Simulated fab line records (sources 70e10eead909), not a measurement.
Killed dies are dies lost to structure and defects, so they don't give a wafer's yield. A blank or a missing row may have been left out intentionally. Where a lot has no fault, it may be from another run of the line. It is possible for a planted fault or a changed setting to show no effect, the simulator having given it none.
Which of the tools did it?	flow nand-harc	Sampling: 24 lots, 72 wafers, 6 of 1302 route steps

## WHAT THE GAUGES READ, wafer by wafer
The record lacks any reading of a measuring or inspecting step that a usual standard deviation could be used to judge.

## EACH LOT AND THE TOOL THAT RAN IT (in order: tool; ch and the chambers of the sampled wafers; start)
lot	NHARC_A_STAIRCASE_TRIM_20	NHARC_A_STAIRCASE_TRIM_22	NHARC_A_STAIRCASE_TRIM_24	NHARC_A_STAIRCASE_STRIP_175	NHARC_A_STAIRCASE_ETCH_190	NHARC_A_STAIRCASE_ETCH_192
L074	rie-diel-13 ch 1,2, day 15 21:25	rie-diel-13 ch 0,2, day 15 22:39 or earlier	rie-diel-13 ch 0,2, day 15 22:39 or earlier	plasma-asher-02 ch 0, day 15 22:39	rie-diel-12 ch 0,1,3, no start	rie-diel-12 ch 1,2,3, no start
L075	rie-diel-13 ch 0,2,3, day 16 04:04	rie-diel-13 ch 1,2, day 16 05:14 or earlier	rie-diel-13 ch 0,1,3, day 16 05:14 or earlier	plasma-asher-01 ch 0,1, day 16 05:14	rie-diel-04 ch 0,1, no start	rie-diel-04 ch 0,1, no start
L077	rie-diel-12 ch 0,1,2, day 16 16:59	rie-diel-12 ch 0,2,3, day 16 18:19 or earlier	rie-diel-12 ch 0,1,3, day 16 18:19 or earlier	plasma-asher-01 ch 0,1, day 16 18:19	rie-diel-04 ch 0,1,3, no start	rie-diel-04 ch 0,2,3, no start
L076	rie-diel-13 ch 0,1,3, day 16 17:27	rie-diel-13 ch 0,1,3, day 16 18:38 or earlier	rie-diel-13 ch 0,3, day 16 18:38 or earlier	plasma-asher-02 ch 0,1, day 16 18:38	rie-diel-04 ch 0,2,3, no start	rie-diel-04 ch 0,1,2, no start
L078	rie-diel-13 ch 1,3, day 17 02:23	rie-diel-13 ch 1,3, day 17 03:38 or earlier	rie-diel-13 ch 0,3, day 17 03:38 or earlier	plasma-asher-02 ch 0,1, day 17 03:38	rie-diel-13 ch 0,1,3, no start	rie-diel-13 ch 0,1,3, no start
L079	rie-diel-04 ch 1,3, day 17 13:31	rie-diel-04 ch 1,3, day 17 14:36 or earlier	rie-diel-04 ch 1,2, day 17 14:36 or earlier	plasma-asher-02 ch 0,1, day 17 14:36	rie-diel-13 ch 0,2,3, no start	rie-diel-13 ch 1,2,3, no start
L080	rie-diel-12 ch 0,2,3, day 18 07:04	rie-diel-12 ch 2,3, day 18 08:11 or earlier	rie-diel-12 ch 0,3, day 18 08:11 or earlier	plasma-asher-01 ch 0,1, day 18 08:11	rie-diel-13 ch 0,3, no start	rie-diel-13 ch 0,1,2, no start
L081	rie-diel-13 ch 1,3, day 18 07:17	rie-diel-13 ch 1,2,3, day 18 08:33 or earlier	rie-diel-13 ch 0,1,3, day 18 08:33 or earlier	plasma-asher-01 ch 0,1, day 18 08:33	rie-diel-12 ch 1,3, no start	rie-diel-12 ch 1,3, no start
L082	rie-diel-13 ch 1,3, day 19 03:21	rie-diel-13 ch 0,2, day 19 04:26 or earlier	rie-diel-13 ch 0,2,3, day 19 04:26 or earlier	plasma-asher-02 ch 1, day 19 04:26	rie-diel-12 ch 1,2,3, no start	rie-diel-12 ch 1,2,3, no start
L083	rie-diel-13 ch 0,2, day 20 06:53	rie-diel-13 ch 1,2, day 20 08:14 or earlier	rie-diel-13 ch 0,2,3, day 20 08:14 or earlier	plasma-asher-02 ch 0, day 20 08:14	rie-diel-12 ch 1,3, no start	rie-diel-12 ch 0,2,3, no start
L084	rie-diel-13 ch 1,2,3, day 20 08:11	rie-diel-13 ch 1,2,3, day 20 09:13 or earlier	rie-diel-13 ch 0,1,3, day 20 09:13 or earlier	plasma-asher-02 ch 0,1, day 20 09:13	rie-diel-13 ch 0,3, no start	rie-diel-13 ch 0,1,3, no start
L085	rie-diel-13 ch 0,1, day 20 16:22	rie-diel-13 ch 0,1,2, day 20 17:28 or earlier	rie-diel-13 ch 1,2, day 20 17:28 or earlier	plasma-asher-02 ch 0,1, day 20 17:28	rie-diel-13 ch 1,2,3, no start	rie-diel-13 ch 0,2,3, no start
L086	rie-diel-13 ch 1,2,3, day 21 04:20	rie-diel-13 ch 1,2,3, day 21 05:31 or earlier	rie-diel-13 ch 2,3, day 21 05:31 or earlier	plasma-asher-02 ch 0,1, day 21 05:31	rie-diel-04 ch 0,1,2, no start	rie-diel-04 ch 0,1,2, no start
L087	rie-diel-13 ch 0,1, day 21 22:30	rie-diel-13 ch 0,2,3, day 21 23:40 or earlier	rie-diel-13 ch 0,1,3, day 21 23:40 or earlier	plasma-asher-02 ch 0,1, day 21 23:40	rie-diel-13 ch 1,2,3, no start	rie-diel-13 ch 0,1,2, no start
L089	rie-diel-12 ch 0,1,2, day 21 23:45	rie-diel-12 ch 0,1,2, day 22 01:02 or earlier	rie-diel-12 ch 0,1,2, day 22 01:02 or earlier	plasma-asher-02 ch 0,1, day 22 01:02	rie-diel-12 ch 0,1,2, no start	rie-diel-12 ch 0,1,2, no start
L088	rie-diel-13 ch 0,1,3, day 22 03:17	rie-diel-13 ch 0,2,3, day 22 04:23 or earlier	rie-diel-13 ch 0,1,2, day 22 04:23 or earlier	plasma-asher-02 ch 0,1, day 22 04:23	rie-diel-04 ch 0,1, no start	rie-diel-04 ch 0,1, no start
L090	rie-diel-04 ch 0,2,3, day 22 13:16	rie-diel-04 ch 1,2, day 22 14:22 or earlier	rie-diel-04 ch 1,2,3, day 22 14:22 or earlier	plasma-asher-02 ch 0,1, day 22 14:22	rie-diel-04 ch 0,1, no start	rie-diel-04 ch 0,3, no start
L091	rie-diel-12 ch 0,2,3, day 23 03:17	rie-diel-12 ch 1,3, day 23 04:18 or earlier	rie-diel-12 ch 0,1,3, day 23 04:18 or earlier	plasma-asher-01 ch 0,1, day 23 04:18	rie-diel-12 ch 0,1, no start	rie-diel-12 ch 1,2,3, no start
L092	rie-diel-12 ch 0,1,2, day 23 11:16	rie-diel-12 ch 0,2,3, day 23 12:40 or earlier	rie-diel-12 ch 1,2, day 23 12:40 or earlier	plasma-asher-02 ch 0,1, day 23 12:40	rie-diel-13 ch 0,2,3, no start	rie-diel-13 ch 0,2,3, no start
L093	rie-diel-12 ch 0,2,3, day 23 16:50	rie-diel-12 ch 0,1,3, day 23 17:54 or earlier	rie-diel-12 ch 0,1,3, day 23 17:54 or earlier	plasma-asher-02 ch 0,1, day 23 17:54	rie-diel-04 ch 0,1, no start	rie-diel-04 ch 0,2, no start
L095	rie-diel-12 ch 0,1,3, day 24 06:20	rie-diel-12 ch 0,1,3, day 24 07:24 or earlier	rie-diel-12 ch 1,2,3, day 24 07:24 or earlier	plasma-asher-02 ch 0,1, day 24 07:24	rie-diel-04 ch 0,1,3, no start	rie-diel-04 ch 1,2,3, no start
L094	rie-diel-04 ch 2,3, day 24 06:38	rie-diel-04 ch 0,1, day 24 07:50 or earlier	rie-diel-04 ch 2,3, day 24 07:50 or earlier	plasma-asher-01 ch 0,1, day 24 07:50	rie-diel-13 ch 0,1,2, no start	rie-diel-13 ch 1,2,3, no start
L096	rie-diel-04 ch 1,2, day 24 21:11	rie-diel-04 ch 1,2, day 24 23:32 or earlier	rie-diel-04 ch 0,1,2, day 24 23:32 or earlier	plasma-asher-02 ch 0,1, day 24 23:32	rie-diel-13 ch 1,2, no start	rie-diel-13 ch 0,1,3, no start
L097	rie-diel-13 ch 2,3, day 25 17:37	rie-diel-13 ch 1,2, day 25 18:49 or earlier	rie-diel-13 ch 0,2, day 25 18:49 or earlier	plasma-asher-01 ch 0,1, day 25 18:49	rie-diel-04 ch 0,1,3, no start	rie-diel-04 ch 0,2,3, no start
- NHARC_A_STAIRCASE_TRIM_20: chemistry O2, time 211.2 s.
- NHARC_A_STAIRCASE_TRIM_22: chemistry O2, time 211.2 s.
- NHARC_A_STAIRCASE_TRIM_24: chemistry O2, time 211.2 s.
- NHARC_A_STAIRCASE_STRIP_175: strips in O2.
- NHARC_A_STAIRCASE_ETCH_190: etches the open film in C4F8/O2, target depth 100 nm, time 40.5 s.
- NHARC_A_STAIRCASE_ETCH_192: etches the open film in C4F8/O2, target depth 100 nm, time 40.5 s.

## AS READ BY THE TOOLS THEMSELVES (means over the sampled wafers that have a number; for cases with no such wafer, the mark the record gives instead)
NHARC_A_STAIRCASE_TRIM_20.
lot	tool	drypump-motor-current-A (A)	oes-product-au (a.u.)	rf-vpp-V (V)	showerhead-plenum-p-Torr (Torr)	throttle-valve-pct (%)
L074	rie-diel-13	5.9	1.008	57.8	3.32	17.041
L075	rie-diel-13	5.4	1.021	57.4	3.47	17.045
L077	rie-diel-12	5.6	0.991	57.3	3.42	17.038
L076	rie-diel-13	5.6	1.025	57.8	3.50	17.032
L078	rie-diel-13	6.0	1.028	57.0	3.44	17.029
L079	rie-diel-04	5.5	1.010	57.6	3.39	17.024
L080	rie-diel-12	5.8	0.996	57.4	3.51	17.040
L081	rie-diel-13	6.0	1.023	57.8	3.44	17.031
L082	rie-diel-13	6.0	1.033	57.4	3.44	17.045
L083	rie-diel-13	5.4	1.009	58.2	3.40	17.039
L084	rie-diel-13	6.0	1.013	57.2	3.37	17.034
L085	rie-diel-13	5.2	1.009	59.0	3.55	17.027
L086	rie-diel-13	5.9	1.018	58.1	3.37	17.041
L087	rie-diel-13	5.2	1.016	57.0	3.54	17.040
L089	rie-diel-12	5.6	1.002	57.6	3.58	17.031
L088	rie-diel-13	5.6	1.011	57.6	3.49	17.038
L090	rie-diel-04	5.5	1.017	57.7	3.46	17.021
L091	rie-diel-12	5.8	0.996	58.1	3.50	17.039
L092	rie-diel-12	5.6	0.998	57.4	3.57	17.035
L093	rie-diel-12	5.8	0.998	58.2	3.50	17.039
L095	rie-diel-12	5.9	0.995	58.7	3.57	17.030
L094	rie-diel-04	5.3	1.019	58.8	3.45	17.039
L096	rie-diel-04	5.3	1.008	58.0	3.48	17.041
L097	rie-diel-13	5.8	1.005	58.1	3.56	17.030

NHARC_A_STAIRCASE_TRIM_22.
lot	tool	drypump-motor-current-A (A)	oes-product-au (a.u.)	rf-vpp-V (V)	showerhead-plenum-p-Torr (Torr)	throttle-valve-pct (%)
L074	rie-diel-13	5.4	1.008	57.5	3.41	17.036
L075	rie-diel-13	6.0	1.001	56.6	3.36	17.031
L077	rie-diel-12	5.8	0.988	58.5	3.52	17.038
L076	rie-diel-13	5.6	1.026	57.7	3.50	17.032
L078	rie-diel-13	6.0	1.022	57.8	3.44	17.037
L079	rie-diel-04	5.5	1.002	57.8	3.42	17.038
L080	rie-diel-12	5.8	0.985	56.6	3.57	17.038
L081	rie-diel-13	5.9	1.018	57.0	3.38	17.042
L082	rie-diel-13	5.4	1.003	58.3	3.40	17.039
L083	rie-diel-13	5.9	1.005	56.1	3.31	17.040
L084	rie-diel-13	6.0	1.005	56.8	3.37	17.037
L085	rie-diel-13	5.5	1.009	57.5	3.43	17.032
L086	rie-diel-13	5.9	1.012	56.8	3.37	17.036
L087	rie-diel-13	5.4	1.023	56.7	3.45	17.032
L089	rie-diel-12	5.6	1.007	57.5	3.58	17.043
L088	rie-diel-13	5.4	1.017	57.3	3.45	17.047
L090	rie-diel-04	5.4	1.009	57.2	3.47	17.041
L091	rie-diel-12	5.7	1.008	58.2	3.71	17.031
L092	rie-diel-12	5.8	1.002	57.9	3.50	17.041
L093	rie-diel-12	5.9	1.000	57.7	3.58	17.027
L095	rie-diel-12	5.9	1.000	57.2	3.57	17.032
L094	rie-diel-04	5.7	0.977	57.9	3.47	17.045
L096	rie-diel-04	5.3	1.010	58.1	3.48	17.026
L097	rie-diel-13	6.0	0.994	58.3	3.50	17.031

NHARC_A_STAIRCASE_TRIM_24.
lot	tool	drypump-motor-current-A (A)	oes-product-au (a.u.)	rf-vpp-V (V)	showerhead-plenum-p-Torr (Torr)	throttle-valve-pct (%)
L074	rie-diel-13	5.4	1.010	58.4	3.41	17.034
L075	rie-diel-13	5.6	1.018	57.6	3.51	17.032
L077	rie-diel-12	5.9	1.009	57.8	3.42	17.036
L076	rie-diel-13	5.1	1.032	58.3	3.59	17.049
L078	rie-diel-13	5.1	1.022	58.3	3.59	17.048
L079	rie-diel-04	5.3	1.007	58.0	3.51	17.036
L080	rie-diel-12	6.2	0.991	58.8	3.46	17.033
L081	rie-diel-13	5.6	1.030	58.2	3.50	17.031
L082	rie-diel-13	5.4	1.017	57.4	3.46	17.035
L083	rie-diel-13	5.4	1.010	57.8	3.46	17.037
L084	rie-diel-13	5.6	1.020	57.7	3.49	17.035
L085	rie-diel-13	5.8	0.993	56.3	3.30	17.035
L086	rie-diel-13	5.8	1.032	56.6	3.40	17.043
L087	rie-diel-13	5.6	1.017	57.1	3.49	17.038
L089	rie-diel-12	5.6	0.998	57.5	3.58	17.043
L088	rie-diel-13	5.5	1.014	57.4	3.42	17.030
L090	rie-diel-04	5.4	1.014	57.5	3.43	17.032
L091	rie-diel-12	5.9	0.996	57.9	3.58	17.037
L092	rie-diel-12	5.2	1.009	57.9	3.62	17.040
L093	rie-diel-12	5.9	0.996	57.6	3.58	17.033
L095	rie-diel-12	5.6	1.003	58.0	3.62	17.036
L094	rie-diel-04	5.2	1.017	58.0	3.45	17.027
L096	rie-diel-04	5.6	0.999	57.3	3.49	17.033
L097	rie-diel-13	5.4	0.993	57.7	3.74	17.041

NHARC_A_STAIRCASE_STRIP_175.
lot	tool	drypump-motor-current-A (A)	heater-power-w (W)
L074	plasma-asher-02	5.55	344
L075	plasma-asher-01	5.58	319
L077	plasma-asher-01	5.57	316
L076	plasma-asher-02	5.51	342
L078	plasma-asher-02	5.43	337
L079	plasma-asher-02	5.43	337
L080	plasma-asher-01	5.57	323
L081	plasma-asher-01	5.57	318
L082	plasma-asher-02	5.38	313
L083	plasma-asher-02	5.59	343
L084	plasma-asher-02	5.47	319
L085	plasma-asher-02	5.47	334
L086	plasma-asher-02	5.41	316
L087	plasma-asher-02	5.43	323
L089	plasma-asher-02	5.48	332
L088	plasma-asher-02	5.43	320
L090	plasma-asher-02	5.44	324
L091	plasma-asher-01	5.56	329
L092	plasma-asher-02	5.43	318
L093	plasma-asher-02	5.43	319
L095	plasma-asher-02	5.44	316
L094	plasma-asher-01	5.57	321
L096	plasma-asher-02	5.45	323
L097	plasma-asher-01	5.57	318

NHARC_A_STAIRCASE_ETCH_190.
lot	tool	oes-product-au (a.u.)	rf-vpp-V (V)
L074	rie-diel-12	0.950	893
L075	rie-diel-04	0.960	894
L077	rie-diel-04	0.942	893
L076	rie-diel-04	0.938	894
L078	rie-diel-13	0.962	895
L079	rie-diel-13	0.970	893
L080	rie-diel-13	0.978	895
L081	rie-diel-12	0.953	894
L082	rie-diel-12	0.947	893
L083	rie-diel-12	0.955	899
L084	rie-diel-13	0.981	896
L085	rie-diel-13	0.938	891
L086	rie-diel-04	0.956	895
L087	rie-diel-13	0.964	890
L089	rie-diel-12	0.947	898
L088	rie-diel-04	0.951	894
L090	rie-diel-04	0.942	895
L091	rie-diel-12	0.937	896
L092	rie-diel-13	0.948	900
L093	rie-diel-04	0.923	895
L095	rie-diel-04	0.938	892
L094	rie-diel-13	0.939	898
L096	rie-diel-13	0.935	895
L097	rie-diel-04	0.934	892

NHARC_A_STAIRCASE_ETCH_192.
lot	tool	oes-product-au (a.u.)	rf-vpp-V (V)
L074	rie-diel-12	0.937	894
L075	rie-diel-04	0.945	897
L077	rie-diel-04	0.942	895
L076	rie-diel-04	0.939	897
L078	rie-diel-13	0.964	895
L079	rie-diel-13	0.957	891
L080	rie-diel-13	0.958	893
L081	rie-diel-12	0.947	894
L082	rie-diel-12	0.944	893
L083	rie-diel-12	0.942	895
L084	rie-diel-13	0.962	895
L085	rie-diel-13	0.969	893
L086	rie-diel-04	0.958	895
L087	rie-diel-13	0.954	891
L089	rie-diel-12	0.939	898
L088	rie-diel-04	0.945	895
L090	rie-diel-04	0.937	891
L091	rie-diel-12	0.937	899
L092	rie-diel-13	0.948	900
L093	rie-diel-04	0.936	896
L095	rie-diel-04	0.941	893
L094	rie-diel-13	0.943	896
L096	rie-diel-13	0.941	894
L097	rie-diel-04	0.951	893

## THE ANSWER, worked out from the rows above alone
Rule: what is usual is taken from the lots themselves. The widest of any qualifying gaps counts: lots, ordered by their means at a reading, are off when they make up no more than a third of the lots, leave a main group of 4 or more, and stand apart from it by 3 or more times the standard deviation of that group's means. The tables above print the reading to a certain number of digits; a main group whose means all agree to those digits is not used. Also off: a lot with no number at a reading for which 4 or more lots have one. The other lots that the step has rows for count as sound. Order of review: gauges by route order, followed by the tools' own readings, for which a lot's mean as printed above is used. The first step at which some lot is off is used, and at that step the reading that is off furthest; a lot without a number counts as furthest.
Across all readings shown, no lot is off: no conclusion can be drawn from this.

## WHAT THE SIMULATOR HAD INSERTED
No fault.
